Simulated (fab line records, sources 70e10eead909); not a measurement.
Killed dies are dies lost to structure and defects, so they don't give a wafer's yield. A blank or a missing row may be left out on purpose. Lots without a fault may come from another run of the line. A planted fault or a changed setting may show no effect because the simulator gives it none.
fab line records | flow nand_harc
record lots=24 wafers=72 last_day=25
route steps=1159 shown A_STAIRCASE@626 A_SGD_CUT@758 A_SLIT@794
lots that met no fault: from a run of the same line without faults
start_h: hours from the record's first day to the start of the lot's first wafer shown | wait_h: hours since the lot's step before | " the same as in the row above | L1.1+2: a row that stands for several wafers | - no value, or no start given | * or withheld: withheld | < > ~ a bound
route shown NAME@n: a module of which the file shows steps, and the number in the route of the first | usual: mean/standard deviation of fault-free wafers | same: alike in all rows | chamber/n: place in a boat | sites: the reading at each site | _std_site: their standard deviation | _edge_site: outer sites' mean less inner sites' | radius_mm: how far each site lies from the wafer's centre | mask NAME#n: copy n | behind: the tool/chamber that last shaped the wafer | hold: why the lot was held/for how many hours/how that ended | device: the transistor (n, p or np) that didn't switch | end of line: the same wafers' tests at the end of the route | a step without rows: its recipe alone | killed: dies lost to structure and defects at the first sort, not the wafer's yield | map: a wafer's dies, x killed, . not, _ none there
set.NAME: the setting as run; set.NAME@STEP: as run at that earlier step | model.NAME: the simulator's own value behind a step, which no gauge read
steps of the route over a sample of lots; a table a step, a row a wafer
services: from which hour (start_h, from the record's first day; less than 0 if before it) a tool's chamber was out of use, for how many hours, and why
## steps
# step NHARC_A_STAIRCASE_ETCH_232
# recipe target_depth_a=1000 time_s=40.5 ion_energy_ev=400 c4f8_flow_sccm=20 o2_flow_sccm=10 ar_flow_sccm=withheld rf_w=600 bias_w=1000 chemistry=C4F8/O2
# usual oes_product_au=0.942/0.016 rf_vpp_V=895/5.3
# columns lot.wafer tool chamber start_h wait_h oes_product_au rf_hours_counter_h rf_vpp_V
L075.4 rie_diel-13 3 - - 0.933 51 889
L075.2 " 1 " " 0.913 59 893
L075.5 " 3 " " 0.940 - 889
L074.2 rie_diel-10 1 - - 0.948 30 887
L074.4 " 1 " " 0.969 - 888
L074.5 " 3 " " 0.948 - 901
L077.4 rie_diel-11 3 - - 0.963 28 894
L077.1 " 0 " " 0.944 29 897
L077.6 " 1 " " 0.921 - 890
L076.2 rie_diel-13 1 - - 0.937 66 894
L076.1 " 3 " " 0.949 58 889
L076.5 " 1 " " 0.937 - 892
L078.3 rie_diel-11 2 - - 0.949 4 898
L078.1 " 0 " " 0.950 30 896
L078.5 " 3 " " 0.956 - 894
L079.4 rie_diel-10 1 - - 0.961 43 886
L079.6 " 0 " " 0.942 - 902
L079.5 " 1 " " 0.954 - 886
L080.4 rie_diel-10 1 - - 0.928 44 886
L080.3 " 3 " " 0.922 44 898
L080.5 " 0 " " 0.922 - 903
L082.2 rie_diel-13 2 - - 0.956 2 901
L082.3 " 1 " " 0.934 2 893
L082.5 " 2 " " 0.943 - 901
L083.2 rie_diel-11 1 - - 0.925 42 889
L083.3 " 2 " " 0.948 16 897
L083.1 " 0 " " 0.945 41 898
L081.2 rie_diel-11 2 - - 0.947 17 898
L081.3 " 0 " " 0.936 42 896
L081.5 " 2 " " 0.935 - 899
L085.1 rie_diel-11 3 - - 0.948 43 895
L085.2 " 0 " " 0.965 45 897
L085.6 " 3 " " 0.964 - 895
L084.3 rie_diel-11 2 - - 0.956 20 899
L084.2 " 3 " " 0.966 43 893
L084.1 " 0 " " 0.958 45 897
L088.2 rie_diel-11 2 - - 0.927 24 898
L088.1 " 0 " " 0.935 50 898
L088.4 " 1 " " 0.914 51 888
L086.1 rie_diel-13 0 - - 0.950 14 905
L086.3 " 2 " " 0.940 14 903
L086.6 " 0 " " 0.953 - 906
L087.3 rie_diel-13 0 - - 0.984 16 907
L087.4 " 1 " " 0.967 15 892
L087.5 " 3 " " 0.962 - 888
L090.3 rie_diel-11 2 - - 0.931 31 899
L090.4 " 0 " " 0.940 56 898
L090.2 " 1 " " 0.909 57 889
L089.2 rie_diel-11 0 - - 0.935 56 897
L089.1 " 1 " " 0.923 57 887
L089.5 " 1 " " 0.922 - 889
L092.3 rie_diel-13 2 - - 0.940 25 902
L092.1 " 0 " " 0.947 25 904
L092.5 " 2 " " 0.930 - 901
L091.2 rie_diel-11 2 - - 0.943 38 897
L091.1 " 3 " " 0.959 61 895
L091.6 " 1 " " 0.921 - 887
L093.3 rie_diel-11 3 - - 0.953 62 894
L093.6 " 0 " " 0.944 - 896
L093.5 " 1 " " 0.929 - 888
L094.3 rie_diel-11 3 - - 0.935 3 895
L094.2 " 0 " " 0.935 2 898
L094.4 " 1 " " 0.961 2 888
L095.2 rie_diel-11 0 - - 0.930 4 897
L095.4 " 1 " " 0.943 4 889
L095.5 " 3 " " 0.928 - 894
L096.3 rie_diel-10 1 - - 0.914 10 905
L096.4 " 2 " " 0.919 9 890
L096.1 " 3 " " 0.945 5 899
L097.4 rie_diel-11 0 - - 0.923 8 896
L097.3 " 1 " " 0.954 8 888
L097.6 " 3 " " 0.948 - 894
# step NHARC_A_SGD_CUT_CD_MEAS_09
# recipe target_cd_nm=100 landing_energy_ev=500
# usual cd_nm=100.1/0.56
# columns lot.wafer tool chamber start_h wait_h cd_nm
L075.2 cd_sem-02 0 299.07 - 99.1
L075.4 " 0 " " 99.0
L075.5 " 0 " " 99.3
L074.2 cd_sem-01 0 304.45 - 99.8
L074.4 " 0 " " 99.9
L074.5 " 0 " " 99.5
L077.1 cd_sem-01 0 319.22 - 100.1
L077.4 " 0 " " 100.1
L077.6 " 0 " " 100.4
L076.1 cd_sem-01 0 319.48 - 100.5
L076.2 " 0 " " 99.8
L076.5 " 0 " " 99.4
L078.1 cd_sem-01 0 335.00 - 100.5
L078.3 " 0 " " 99.8
L078.5 " 0 " " 100.1
L079.4 cd_sem-02 0 344.10 - 100.2
L079.5 " 0 " " 99.5
L079.6 " 0 " " 99.5
L080.3 cd_sem-01 0 344.42 - 100.6
L080.4 " 0 " " 100.5
L080.5 " 0 " " 99.4
L082.2 cd_sem-01 0 352.11 - 100.7
L082.3 " 0 " " 99.9
L082.5 " 0 " " 99.3
L083.1 cd_sem-03 0 352.58 - 100.0
L083.2 " 0 " " 100.0
L083.3 " 0 " " 100.4
L085.1 cd_sem-02 0 363.10 - 100.6
L085.2 " 0 " " 99.9
L085.6 " 0 " " 100.7
L081.2 cd_sem-01 0 363.62 - 99.9
L081.3 " 0 " " 99.1
L081.5 " 0 " " 99.7
L084.1 cd_sem-03 0 370.27 - 99.4
L084.2 " 0 " " 99.6
L084.3 " 0 " " 99.7
L086.1 cd_sem-03 0 384.16 - 99.7
L086.3 " 0 " " 99.9
L086.6 " 0 " " 100.9
L087.3 cd_sem-03 0 384.34 - 100.3
L087.4 " 0 " " 100.1
L087.5 " 0 " " 100.2
L088.1 cd_sem-02 0 384.65 - 99.7
L088.2 " 0 " " 100.2
L088.4 " 0 " " 100.6
L090.2 cd_sem-03 0 396.23 - 99.6
L090.3 " 0 " " 100.6
L090.4 " 0 " " 100.4
L089.1 cd_sem-03 0 396.61 - 100.3
L089.2 " 0 " " 101.0
L089.5 " 0 " " 101.2
L092.1 cd_sem-02 0 416.75 - 99.9
L092.3 " 0 " " 100.6
L092.5 " 0 " " 100.9
L091.1 cd_sem-02 0 417.21 - 101.0
L091.2 " 0 " " 100.1
L091.6 " 0 " " 100.5
L093.3 cd_sem-01 0 420.60 - 99.1
L093.5 " 0 " " 99.5
L093.6 " 0 " " 99.5
L096.1 cd_sem-03 0 442.83 - 100.2
L096.3 " 0 " " 100.3
L096.4 " 0 " " 100.4
L094.2 cd_sem-03 0 442.99 - 99.1
L094.3 " 0 " " 99.7
L094.4 " 0 " " 99.5
L095.2 cd_sem-01 0 443.27 - 100.2
L095.4 " 0 " " 100.9
L095.5 " 0 " " 101.2
L097.3 cd_sem-01 0 463.01 - 100.6
L097.4 " 0 " " 99.7
L097.6 " 0 " " 100.8
# step NHARC_A_SGD_CUT_OVL_MEAS_10
# usual overlay_x_nm=0.1/0.97 overlay_y_nm=0.0/0.99
# columns lot.wafer tool chamber start_h wait_h overlay_x_nm overlay_y_nm
L075.2 overlay-02 - 299.15 - -0.7 -0.9
L075.4 " - " " -0.6 -1.0
L075.5 " - " " 0.1 -0.7
L074.2 overlay-02 - 304.53 - -0.5 0.8
L074.4 " - " " -1.3 0.3
L074.5 " - " " -1.2 0.1
L077.1 overlay-01 - 319.31 - -0.4 -0.7
L077.4 " - " " 0.1 -0.6
L077.6 " - " " 0.0 -0.2
L076.1 overlay-02 - 319.57 - 1.2 1.0
L076.2 " - " " 0.3 1.1
L076.5 " - " " 0.1 1.1
L078.1 overlay-01 - 335.09 - 0.8 0.3
L078.3 " - " " 0.3 0.2
L078.5 " - " " -0.2 0.2
L079.4 overlay-02 - 344.18 - 0.1 0.6
L079.5 " - " " 0.0 0.6
L079.6 " - " " -0.5 0.5
L080.3 overlay-01 - 344.50 - 2.3 -0.9
L080.4 " - " " 1.6 0.2
L080.5 " - " " 1.2 -0.5
L082.2 overlay-01 - 352.20 - 0.4 -1.1
L082.3 " - " " 0.7 -0.7
L082.5 " - " " -0.2 -0.4
L083.1 overlay-02 - 352.67 - 0.9 0.8
L083.2 " - " " 0.7 0.4
L083.3 " - " " 0.8 0.7
L085.1 overlay-01 - 363.19 - -0.7 2.0
L085.2 " - " " -0.6 2.4
L085.6 " - " " -0.6 2.9
L081.2 overlay-02 - 363.71 - -1.2 -0.3
L081.3 " - " " -1.8 0.1
L081.5 " - " " -1.4 -0.2
L084.1 overlay-02 - 370.35 - 1.8 0.2
L084.2 " - " " 1.4 -0.1
L084.3 " - " " 1.3 -0.4
L086.1 overlay-01 - 384.26 - 0.6 -0.2
L086.3 " - " " 0.4 0.1
L086.6 " - " " 0.8 -0.7
L087.3 overlay-01 - 384.43 - 0.9 0.2
L087.4 " - " " 0.9 0.4
L087.5 " - " " 0.6 0.1
L088.1 overlay-01 - 384.74 - -0.9 1.5
L088.2 " - " " -0.5 1.4
L088.4 " - " " -0.1 1.8
L090.2 overlay-01 - 396.32 - -0.2 -1.8
L090.3 " - " " -0.2 -2.2
L090.4 " - " " -0.2 -2.1
L089.1 overlay-01 - 396.70 - -1.1 0.1
L089.2 " - " " -0.7 0.5
L089.5 " - " " -1.3 0.4
L092.1 overlay-02 - 416.83 - -0.4 -0.2
L092.3 " - " " -0.7 -0.7
L092.5 " - " " -0.9 -0.2
L091.1 overlay-01 - 417.29 - 1.3 1.6
L091.2 " - " " 1.1 0.8
L091.6 " - " " 1.2 0.7
L093.3 overlay-02 - 420.69 - 0.8 0.3
L093.5 " - " " 1.1 -0.1
L093.6 " - " " 0.5 -0.2
L096.1 overlay-02 - 442.92 - -0.9 -1.6
L096.3 " - " " -1.1 -1.1
L096.4 " - " " -0.9 -1.9
L094.2 overlay-01 - 443.09 - -0.4 -1.5
L094.3 " - " " -1.5 -1.9
L094.4 " - " " -0.7 -1.3
L095.2 overlay-02 - 443.36 - 1.8 -0.5
L095.4 " - " " 1.7 -0.5
L095.5 " - " " 1.3 -0.5
L097.3 overlay-02 - 463.09 - 0.2 0.9
L097.4 " - " " -0.1 0.0
L097.6 " - " " -0.1 0.0
# step NHARC_A_SGD_CUT_ETCH_58
# recipe target_depth_a=390 over_etch_frac=0.3 time_s=65 ion_energy_ev=80 cf4_flow_sccm=150 ar_flow_sccm=0 rf_w=300 bias_w=100 chemistry=CF4
# usual drypump_motor_current_A=5.9/0.57 oes_product_au=1.000/0.015 rf_vpp_V=151.8/1.1 showerhead_plenum_p_Torr=1.81/0.074 throttle_valve_pct=13.284/0.0087
# columns lot.wafer tool chamber start_h wait_h drypump_motor_current_A oes_product_au rf_hours_counter_h rf_vpp_V showerhead_plenum_p_Torr throttle_valve_pct
L075.4 rie_diel-08 0 299.33 0.1 5.6 0.993 15 149.9 1.65 13.276
L075.2 " 2 " " 5.7 0.990 16 150.6 1.69 13.283
L075.5 " 1 " " 6.0 1.014 - 152.9 1.87 13.275
L074.2 rie_diel-09 2 304.73 0.1 6.3 0.978 3 153.7 1.87 13.284
L074.4 " 3 " " 5.9 1.008 3 153.6 1.89 13.283
L074.5 " 0 " " 5.9 1.006 - 151.1 1.83 13.289
L077.1 rie_diel-08 2 319.50 0.1 5.7 1.013 1 150.8 1.69 13.292
L077.4 " 0 " " 5.7 0.985 1 150.1 1.65 13.268
L077.6 " 2 " " 5.7 1.003 - 150.1 1.69 13.277
L076.2 rie_diel-03 1 319.75 0.1 5.3 1.015 12 151.2 1.89 13.279
L076.1 " 0 " " 4.9 0.989 11 151.0 1.80 13.285
L076.5 " 1 " " 5.3 1.012 - 152.1 1.89 13.281
L078.1 rie_diel-09 2 335.27 0.1 6.3 0.988 4 151.8 1.87 13.287
L078.3 " 1 " " 6.7 0.991 5 150.8 1.84 13.280
L078.5 " 3 " " 6.0 1.021 - 154.0 1.89 13.285
L079.4 rie_diel-08 3 344.38 0.1 5.0 0.994 3 151.1 1.77 13.266
L079.6 " 0 " " 5.7 0.983 - 149.9 1.65 13.278
L079.5 " 1 " " 6.0 1.025 - 153.1 1.87 13.288
L080.4 rie_diel-03 3 344.69 0.1 5.2 0.987 14 152.2 1.78 13.282
L080.3 " 1 " " 5.3 0.989 16 152.3 1.89 13.282
L080.5 " 0 " " 4.8 1.003 - 152.6 1.80 13.287
L082.3 rie_diel-09 0 352.38 0.1 5.9 0.997 5 152.2 1.83 13.276
L082.2 " 1 " " 6.7 0.986 6 151.4 1.84 13.296
L082.5 " 0 " " 5.9 0.997 - 152.9 1.83 13.285
L083.3 rie_diel-03 2 352.86 0.1 6.8 0.999 16 152.4 1.73 13.289
L083.2 " 0 " " 4.8 0.999 17 151.1 1.80 13.286
L083.1 " 1 " " 5.3 0.981 17 153.4 1.89 13.293
L085.1 rie_diel-09 3 363.38 0.1 5.9 1.024 7 153.0 1.89 13.296
L085.2 " 0 " " 5.9 1.014 6 152.6 1.83 13.276
L085.6 " 0 " " 5.9 1.000 - 151.7 1.83 13.304
L081.3 rie_diel-08 0 363.89 0.1 5.6 0.983 5 150.1 1.65 13.268
L081.2 " 2 " " 5.7 0.998 4 150.5 1.68 13.274
L081.5 " 1 " " 6.0 1.016 - 152.5 1.87 13.298
L084.1 rie_diel-09 0 370.57 0.1 5.9 1.002 6 150.8 1.83 13.283
L084.2 " 1 " " 6.7 0.982 8 152.7 1.84 13.293
L084.3 " 2 " " 6.3 0.998 7 151.9 1.87 13.278
L086.1 rie_diel-09 2 384.46 0.1 6.3 0.984 9 151.5 1.87 13.295
L086.3 " 3 " " 5.9 1.027 8 152.9 1.89 13.276
L086.6 " 2 " " 6.3 0.986 - 151.4 1.87 13.274
L087.3 rie_diel-08 2 384.62 0.1 5.7 0.998 7 150.2 1.68 13.283
L087.5 " 0 " " 5.6 0.979 - 150.0 1.65 13.288
L087.4 " 1 " " 6.0 1.010 - 152.2 1.87 13.279
L088.1 rie_diel-03 0 384.92 0.1 4.8 0.999 20 150.9 1.80 13.289
L088.4 " 1 " " 5.3 0.986 21 152.6 1.89 13.276
L088.2 " 2 " " 6.8 1.008 19 151.6 1.72 13.283
L090.4 rie_diel-09 2 396.51 0.1 6.3 0.992 9 153.5 1.87 13.283
L090.2 " 3 " " 5.9 1.020 9 151.4 1.89 13.266
L090.3 " 0 " " 5.9 1.005 8 151.3 1.83 13.283
L089.1 rie_diel-09 1 396.88 0.1 6.7 0.977 9 152.6 1.84 13.281
L089.2 " 0 " " 5.9 0.991 8 152.0 1.83 13.279
L089.5 " 1 " " 6.7 0.981 - 152.6 1.84 13.276
L092.1 rie_diel-03 1 417.02 0.1 5.3 1.001 2 152.9 1.89 13.281
L092.3 " 3 " " 5.2 0.982 1 151.4 1.78 13.275
L092.5 " 1 " " 5.4 0.997 - 152.6 1.89 13.291
L091.2 rie_diel-08 0 417.48 0.1 5.6 1.007 11 149.5 1.65 13.283
L091.1 " 3 " " 5.0 0.998 8 151.5 1.77 13.274
L091.6 " 1 " " 6.0 1.027 - 151.4 1.86 13.280
L093.3 rie_diel-09 3 420.88 0.1 5.9 1.027 11 153.0 1.89 13.291
L093.6 " 1 " " 6.7 0.986 - 151.7 1.84 13.303
L093.5 " 2 " " 6.3 0.999 - 153.3 1.87 13.285
L096.4 rie_diel-09 0 443.10 0.1 5.9 0.995 0 152.7 1.83 13.285
L096.1 " 1 " " 6.7 1.001 0 151.9 1.84 13.285
L096.3 " 3 " " 6.0 1.027 0 151.8 1.89 13.283
L094.2 rie_diel-03 0 443.29 0.1 4.8 1.000 5 151.7 1.79 13.264
L094.4 " 1 " " 5.4 1.006 5 152.0 1.89 13.274
L094.3 " 2 " " 6.9 1.011 5 150.8 1.72 13.283
L095.2 rie_diel-09 3 443.54 0.1 5.9 1.018 0 152.0 1.89 13.297
L095.4 " 1 " " 6.7 1.006 0 151.8 1.84 13.288
L095.5 " 3 " " 5.9 1.006 - 152.4 1.89 13.283
L097.3 rie_diel-09 3 463.28 0.1 5.9 1.016 2 151.6 1.89 13.287
L097.4 " 1 " " 6.7 0.985 2 152.9 1.84 13.284
L097.6 " 2 " " 6.3 1.003 - 153.2 1.87 13.287
# step NHARC_A_SGD_CUT_STRIP_17
# recipe o2_flow_sccm=500 ar_flow_sccm=0 bias_w=0 chemistry=O2
# usual drypump_motor_current_A=5.9/0.59 oes_product_au=0.999/0.014 rf_vpp_V=57.9/0.83 showerhead_plenum_p_Torr=3.60/0.15 throttle_valve_pct=17.036/0.0093
# columns lot.wafer tool chamber start_h wait_h drypump_motor_current_A oes_product_au rf_hours_counter_h rf_vpp_V showerhead_plenum_p_Torr throttle_valve_pct
L075.4 rie_diel-08 2 - - 5.7 0.994 16 57.1 3.36 17.019
L075.2 " 3 " " 5.0 0.999 16 59.0 3.53 17.035
L075.5 " 1 " " 6.1 1.012 - 58.2 3.72 17.024
L074.4 rie_diel-09 2 - - 6.3 0.986 3 57.4 3.73 17.025
L074.2 " 3 " " 5.9 1.011 3 58.2 3.77 17.035
L074.5 " 2 " " 6.3 0.981 - 58.5 3.73 17.036
L077.4 rie_diel-08 3 - - 5.0 1.003 1 57.2 3.53 17.035
L077.1 " 0 " " 5.6 0.979 1 59.5 3.29 17.020
L077.6 " 0 " " 5.6 0.992 - 57.8 3.29 17.048
L076.1 rie_diel-03 0 - - 4.8 0.989 11 57.1 3.59 17.040
L076.2 " 1 " " 5.4 1.004 12 57.5 3.77 17.039
L076.5 " 3 " " 5.3 0.986 - 58.0 3.55 17.040
L078.1 rie_diel-09 1 - - 6.7 1.001 5 58.0 3.67 17.048
L078.3 " 3 " " 5.9 1.033 5 58.1 3.77 17.034
L078.5 " 1 " " 6.7 0.999 - 57.3 3.67 17.040
L079.4 rie_diel-08 2 - - 5.7 1.002 3 56.9 3.36 17.031
L079.6 " 2 " " 5.7 0.997 - 57.0 3.36 17.049
L079.5 " 3 " " 5.0 0.999 - 57.7 3.53 17.032
L080.4 rie_diel-03 2 - - 6.9 1.005 14 58.1 3.44 17.034
L080.3 " 3 " " 5.2 0.986 14 57.8 3.55 17.032
L080.5 " 1 " " 5.3 0.993 - 57.9 3.77 17.020
L082.2 rie_diel-09 1 - - 6.7 1.000 6 57.5 3.67 17.041
L082.3 " 3 " " 6.0 1.030 6 59.6 3.77 17.036
L082.5 " 2 " " 6.3 0.989 - 58.6 3.73 17.039
L083.2 rie_diel-03 2 - - 6.8 1.003 16 56.5 3.44 17.044
L083.1 " 3 " " 5.3 0.971 16 57.7 3.55 17.032
L083.3 " 0 " " 4.8 0.999 17 57.6 3.58 17.035
L085.2 rie_diel-09 3 - - 6.0 1.028 7 58.2 3.77 17.045
L085.1 " 0 " " 5.9 0.983 6 57.1 3.66 17.047
L085.6 " 1 " " 6.7 0.983 - 58.9 3.67 17.029
L081.2 rie_diel-08 0 - - 5.6 0.980 5 56.1 3.29 17.018
L081.3 " 3 " " 5.0 0.996 5 58.1 3.53 17.044
L081.5 " 0 " " 5.6 0.990 - 58.6 3.29 17.038
L084.1 rie_diel-08 3 - - 5.0 0.999 5 58.6 3.53 17.034
L084.3 " 1 " " 6.0 1.021 3 59.8 3.72 17.019
L084.2 " 2 " " 5.7 1.005 5 59.2 3.36 17.035
L087.3 rie_diel-08 1 - - 6.0 1.024 6 58.0 3.72 17.041
L087.4 " 2 " " 5.7 1.002 - 57.8 3.36 17.025
L087.5 " 0 " " 5.6 0.994 - 57.0 3.28 17.039
L088.1 rie_diel-03 2 - - 6.8 0.999 20 57.6 3.44 17.039
L088.4 " 0 " " 4.8 0.993 20 58.8 3.58 17.038
L088.2 " 1 " " 5.3 0.995 21 58.7 3.77 17.050
L086.3 rie_diel-09 2 - - 6.3 0.986 9 58.7 3.73 17.036
L086.1 " 3 " " 5.9 1.029 9 57.8 3.77 17.039
L086.6 " 2 " " 6.3 0.987 - 57.8 3.73 17.031
L090.4 rie_diel-09 1 - - 6.7 0.974 10 57.6 3.67 17.042
L090.2 " 2 " " 6.3 0.993 10 57.7 3.73 17.042
L090.3 " 3 " " 6.0 1.032 9 57.8 3.77 17.028
L089.2 rie_diel-09 3 - - 6.0 1.035 9 58.2 3.77 17.036
L089.1 " 2 " " 6.3 0.995 10 58.6 3.73 17.051
L089.5 " 0 " " 5.9 1.000 - 58.0 3.66 17.023
L092.1 rie_diel-03 2 - - 6.9 1.002 2 57.2 3.44 17.028
L092.3 " 0 " " 4.8 1.008 2 57.0 3.58 17.018
L092.5 " 2 " " 6.9 1.004 - 57.2 3.44 17.058
L091.1 rie_diel-08 2 - - 5.7 1.005 10 57.9 3.36 17.036
L091.2 " 0 " " 5.6 0.990 11 57.4 3.28 17.036
L091.6 " 3 " " 5.0 0.992 - 58.2 3.53 17.034
L093.3 rie_diel-09 2 - - 6.3 0.994 12 58.4 3.73 17.047
L093.6 " 0 " " 5.9 1.008 - 58.3 3.66 17.025
L093.5 " 1 " " 6.7 0.988 - 57.5 3.67 17.034
L096.1 rie_diel-09 3 - - 5.9 1.008 0 58.4 3.76 17.029
L096.3 " 0 " " 5.9 0.983 0 58.2 3.66 17.022
L096.4 " 1 " " 6.7 0.995 1 58.2 3.67 17.034
L094.2 rie_diel-03 3 - - 5.3 1.010 5 58.2 3.55 17.046
L094.3 " 0 " " 4.8 1.003 5 56.6 3.58 17.055
L094.4 " 1 " " 5.3 1.007 6 57.6 3.76 17.027
L095.2 rie_diel-09 1 - - 6.7 0.996 1 59.5 3.67 17.036
L095.4 " 2 " " 6.3 1.007 1 57.7 3.73 17.047
L095.5 " 0 " " 5.9 0.980 - 57.3 3.66 17.038
L097.4 rie_diel-09 2 - - 6.3 1.010 2 58.3 3.73 17.063
L097.3 " 3 " " 5.9 1.012 3 57.7 3.76 17.033
L097.6 " 0 " " 5.9 0.972 - 57.3 3.66 17.027
# step NHARC_A_SLIT_ETCH_24
# recipe target_depth_a=1210 time_s=60.5 cf4_flow_sccm=100 chf3_flow_sccm=30 ar_flow_sccm=0 rf_w=500 bias_w=200 chemistry=CF4/CHF3
# usual drypump_motor_current_A=5.7/0.35 oes_product_au=0.966/0.024 rf_vpp_V=370.3/1.9 showerhead_plenum_p_Torr=1.56/0.051 throttle_valve_pct=16.802/0.0092
# columns lot.wafer tool chamber start_h wait_h drypump_motor_current_A oes_product_au rf_hours_counter_h rf_vpp_V showerhead_plenum_p_Torr throttle_valve_pct
L075.2 rie_diel-05 3 312.86 0.1 6.2 0.913 9 371.8 1.64 16.817
L075.4 " 0 " " 5.7 0.923 11 369.9 1.56 16.798
L075.5 " 3 " " 6.2 0.908 - 372.7 1.64 16.809
L074.2 rie_diel-05 3 316.98 0.1 6.2 0.917 9 373.5 1.64 16.806
L074.4 " 0 " " 5.7 0.924 11 369.6 1.56 16.805
L074.5 " 3 " " 6.2 0.912 - 372.6 1.64 16.812
L077.1 rie_diel-01 3 330.33 0.1 5.6 0.948 0 369.8 1.57 16.805
L077.4 " 1 " " 5.3 0.990 0 370.6 1.60 16.791
L077.6 " 2 " " 6.0 0.958 - 367.8 1.48 16.804
L076.1 rie_diel-05 2 330.70 0.1 5.7 0.938 12 367.0 1.48 16.812
L076.2 " 3 " " 6.2 0.923 10 373.1 1.64 16.800
L076.5 " 1 " " 5.2 0.938 - 372.3 1.57 16.796
L078.3 rie_diel-01 1 344.67 0.1 5.3 0.997 1 372.0 1.60 16.813
L078.1 " 3 " " 5.7 0.956 2 370.4 1.57 16.790
L078.5 " 1 " " 5.4 0.992 - 371.8 1.60 16.802
L080.4 rie_diel-02 2 353.70 0.1 4.9 0.970 1 374.0 1.64 16.790
L080.3 " 0 " " 6.2 0.959 1 371.3 1.58 16.803
L080.5 " 3 " " 5.6 0.997 - 371.4 1.59 16.808
L079.4 rie_diel-05 2 355.67 0.1 5.7 0.978 0 367.6 1.48 16.788
L079.6 " 1 " " 5.2 0.982 - 370.5 1.57 16.809
L079.5 " 2 " " 5.7 0.977 - 368.1 1.48 16.776
L083.3 rie_diel-05 3 365.96 0.1 6.2 0.971 1 372.8 1.64 16.813
L083.1 " 0 " " 5.7 0.963 1 369.8 1.56 16.806
L083.2 " 1 " " 5.2 0.990 1 370.1 1.57 16.795
L082.2 rie_diel-01 3 366.88 0.1 5.6 0.964 3 372.0 1.57 16.805
L082.3 " 0 " " 5.7 0.990 2 370.3 1.55 16.807
L082.5 " 2 " " 6.0 0.938 - 368.0 1.48 16.803
L085.1 rie_diel-01 2 375.28 0.1 6.0 0.938 4 367.0 1.48 16.809
L085.2 " 1 " " 5.3 0.966 3 371.5 1.60 16.792
L085.6 " 2 " " 6.0 0.939 - 367.4 1.48 16.813
L081.3 rie_diel-05 3 375.88 0.1 6.2 0.935 2 371.4 1.64 16.795
L081.2 " 0 " " 5.7 0.955 2 368.1 1.56 16.791
L081.5 " 3 " " 6.2 0.934 - 373.1 1.64 16.788
L084.1 rie_diel-05 1 380.00 0.1 5.2 0.997 3 371.2 1.57 16.798
L084.2 " 2 " " 5.7 0.984 3 367.9 1.48 16.794
L084.3 " 3 " " 6.2 0.974 3 372.0 1.64 16.819
L087.3 rie_diel-05 0 394.56 0.1 5.7 0.968 4 371.3 1.56 16.819
L087.4 " 3 " " 6.2 0.990 4 372.8 1.64 16.797
L087.5 " 0 " " 5.7 0.974 - 371.3 1.56 16.799
L088.2 rie_diel-01 3 394.74 0.1 5.7 0.978 4 370.8 1.57 16.810
L088.4 " 1 " " 5.3 0.972 5 371.4 1.60 16.802
L088.1 " 2 " " 6.0 0.972 5 367.1 1.48 16.799
L086.3 rie_diel-02 2 395.36 0.1 4.9 0.973 4 373.5 1.64 16.803
L086.1 " 1 " " 6.0 0.966 4 370.9 1.58 16.806
L086.6 " 2 " " 4.9 0.962 - 371.7 1.64 16.796
L090.4 rie_diel-01 2 407.11 0.1 6.0 0.953 5 367.5 1.48 16.804
L090.2 " 0 " " 5.7 0.973 5 368.5 1.55 16.806
L090.3 " 1 " " 5.3 0.967 5 370.4 1.60 16.802
L089.1 rie_diel-05 1 407.45 0.1 5.3 0.970 4 371.4 1.57 16.794
L089.2 " 0 " " 5.7 0.980 5 369.8 1.56 16.789
L089.5 " 1 " " 5.2 0.983 - 370.1 1.57 16.808
L092.3 rie_diel-02 1 429.20 0.1 6.0 0.955 7 371.6 1.58 16.797
L092.1 " 2 " " 4.9 0.966 6 373.4 1.64 16.799
L092.5 " 0 " " 6.2 0.975 - 371.3 1.58 16.808
L093.3 rie_diel-01 3 429.50 0.1 5.7 0.961 7 369.3 1.57 16.802
L093.6 " 0 " " 5.7 0.997 - 371.7 1.55 16.798
L093.5 " 1 " " 5.3 1.000 - 371.3 1.60 16.787
L091.2 rie_diel-05 2 429.63 0.1 5.7 1.004 6 368.0 1.48 16.796
L091.1 " 0 " " 5.7 0.964 7 371.2 1.56 16.796
L091.6 " 3 " " 6.2 0.996 - 371.5 1.64 16.808
L094.3 rie_diel-01 1 454.58 0.1 5.3 0.981 9 369.6 1.60 16.816
L094.4 " 3 " " 5.7 0.965 8 369.7 1.57 16.821
L094.2 " 0 " " 5.7 0.995 9 369.2 1.55 16.809
L096.4 rie_diel-02 1 454.82 0.1 6.0 0.943 8 370.5 1.58 16.820
L096.1 " 2 " " 4.9 0.959 8 372.6 1.64 16.785
L096.3 " 3 " " 5.6 0.971 7 372.3 1.59 16.808
L095.2 rie_diel-05 1 455.22 0.1 5.2 0.983 8 371.1 1.57 16.805
L095.4 " 0 " " 5.7 0.979 9 368.2 1.56 16.814
L095.5 " 1 " " 5.2 0.986 - 369.9 1.57 16.814
L097.3 rie_diel-05 0 472.56 0.1 5.7 0.942 11 370.3 1.56 16.799
L097.4 " 2 " " 5.7 0.954 11 368.2 1.48 16.826
L097.6 " 3 " " 6.2 0.939 - 372.9 1.63 16.796
## services
# columns tool chamber start_h hours kind
rie_diel-09 0 226.98 2.1 repair
rie_diel-11 - 237.80 0.4 repair
rie_diel-09 - 254.12 9.0 pm
rie_diel-05 3 255.04 18.0 repair
rie_diel-02 - 281.02 1.1 repair
rie_diel-09 0 298.13 4.3 repair
rie_diel-08 - 301.86 9.0 pm
rie_diel-05 3 307.02 3.6 repair
rie_diel-01 - 315.11 9.0 pm
rie_diel-02 - 327.84 9.0 pm
rie_diel-08 1 329.97 12.8 repair
rie_diel-05 - 340.60 9.0 pm
rie_diel-08 1 346.33 9.3 repair
rie_diel-11 - 366.65 9.0 pm
rie_diel-09 - 370.91 1.0 repair
rie_diel-08 3 373.46 14.7 repair
rie_diel-03 - 392.31 9.0 pm
rie_diel-05 3 405.83 1.6 repair
rie_diel-13 2 413.52 13.1 repair
rie_diel-13 3 421.53 9.9 repair
rie_diel-08 - 424.65 61.7 repair
rie_diel-09 - 431.12 9.0 pm
rie_diel-13 - 453.15 9.0 pm
rie_diel-01 3 462.92 6.4 repair
## key
fault none
